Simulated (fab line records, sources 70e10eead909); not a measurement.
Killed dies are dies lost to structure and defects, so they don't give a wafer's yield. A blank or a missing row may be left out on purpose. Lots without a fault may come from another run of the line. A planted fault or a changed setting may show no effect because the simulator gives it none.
A struck lot beside a sound one | flow nand_harc | 15 steps out of a route of 1159
Sound: wafers L432.2, L432.4, L432.5. Struck: wafers L451.3, L451.4, L451.6. The cause comes at the end.
At each step with rows: each side's tool, then ch and its chambers, then its first start. Under that, the readings that differ: sound wafers | struck wafers | difference of the means | sigmas: that difference in standard deviations of wafers without a fault.
alike: readings whose means differ by less than 2 such deviations, and words and numbers that are the same on both sides. not compared: withheld readings, readings that some wafer has no value for, bounds like >300 that may hide the same value, and numbers for which the record gives no deviation and whose values overlap.
The two part at a step that has a row with sigmas, a row that says differs or no value, or rows on one side only. Numbers that don't overlap but have no deviation are shown without sigmas and don't part them. A reading that every wafer of one side lacks parts them only if that side has two wafers or more.

first, 8 steps without rows for these wafers: NHARC_A_CONTACT_COAT_61 (time 75 s); NHARC_A_CONTACT_COAT_62 (time 65 s); NHARC_A_CONTACT_COAT_63 (resist thk 90 nm); NHARC_A_CONTACT_SOFTBAKE_64 (time 55 s); NHARC_A_CONTACT_EBR_65; NHARC_A_CONTACT_EXPOSE_66 (exposes mask A CC 2); NHARC_A_CONTACT_PEB_67 (peb time 65 s); NHARC_A_CONTACT_DEVELOP_68 (develop time 35 s).
NHARC_A_CONTACT_CD_MEAS_69: target cd 200 nm.
  sound on cd_sem-02 ch 0, day 16 14:44; struck on cd_sem-02 ch 0, day 21 16:15
  alike: cd_nm
NHARC_A_CONTACT_OVL_MEAS_70:
  sound on overlay-01, day 16 14:49; struck on overlay-02, day 21 16:20
  reading           | sound        | struck         | difference | sigmas
  overlay_y_nm (nm) | 0.0 -0.2 0.4 | -2.4 -1.5 -1.7 | -1.9       | -3
  alike: overlay_x_nm
NHARC_A_CONTACT_INSPECT_71:
  sound on defect_inspect-02, day 16 14:52; struck on defect_inspect-02, day 21 16:22
  alike: raw_defect_count
NHARC_A_CONTACT_DESCUM_74: chemistry O2, time 3 s.
  sound on rie_diel-07 ch 0,1,2, day 16 14:56; struck on rie_diel-07 ch 1,2,3, day 21 16:26
  alike: drypump_motor_current_A, mfc_ar_sccm, oes_product_au, rf_vpp_V, showerhead_plenum_p_Torr, throttle_valve_pct
  not compared: rf_hours_counter_h
NHARC_A_CONTACT_ETCH_75: etches the open film in CF4, target depth 39 nm, time 65 s.
  sound on rie_diel-07 ch 1,2, day 16 15:03; struck on rie_diel-07 ch 0,2,3, day 21 16:31
  no value came back on the struck wafers for any of 9 readings (bias_w (W), cf4_flow_sccm (sccm) and others); on the sound wafers bias_w (W) reads 100.52 99.54 100.03
  not compared: rf_hours_counter_h
NHARC_A_CONTACT_ETCH_76: etches the open film in N2/H2, target depth 260 nm, time 475.3 s.
  sound on rie_diel-07 ch 2,3; struck on rie_diel-07 ch 1,2,3, day 21 16:42
  alike: bias_w, chamber_pressure_mTorr, drypump_motor_current_A, mfc_ar_sccm, oes_product_au, rf_fwd_power_W, rf_vpp_V, showerhead_plenum_p_Torr, throttle_valve_pct
  not compared: rf_hours_counter_h
-- the record jumps here: 3 days lie between the struck wafers' starts before and after (it left off in module A_CONTACT and takes up again in module END, whose first step shown is number 1159 of the route) --
NHARC_END_SORT_01:
  sound on prober-01 ch 0, day 20 09:31; struck on prober-02 ch 0, day 24 18:55
  reading         | sound    | struck                                                               | difference                   | sigmas
  hold            | - - -    | await_dispo/1.8h/scrap await_dispo/1.8h/scrap await_dispo/1.8h/scrap | no value on the sound wafers |
  killed_at_array | 20 24 25 | 670 674 673                                                          | +649                         | +59
  killed_dies     | 26 28 30 | 677 677 677                                                          | +649                         | +59
  alike: killed_at_other, killed_at_periphery, killed_open, killed_short

WHERE THEY PART
First at NHARC_A_CONTACT_OVL_MEAS_70; last, within this record, at NHARC_END_SORT_01.

WHY: what the simulator had put in
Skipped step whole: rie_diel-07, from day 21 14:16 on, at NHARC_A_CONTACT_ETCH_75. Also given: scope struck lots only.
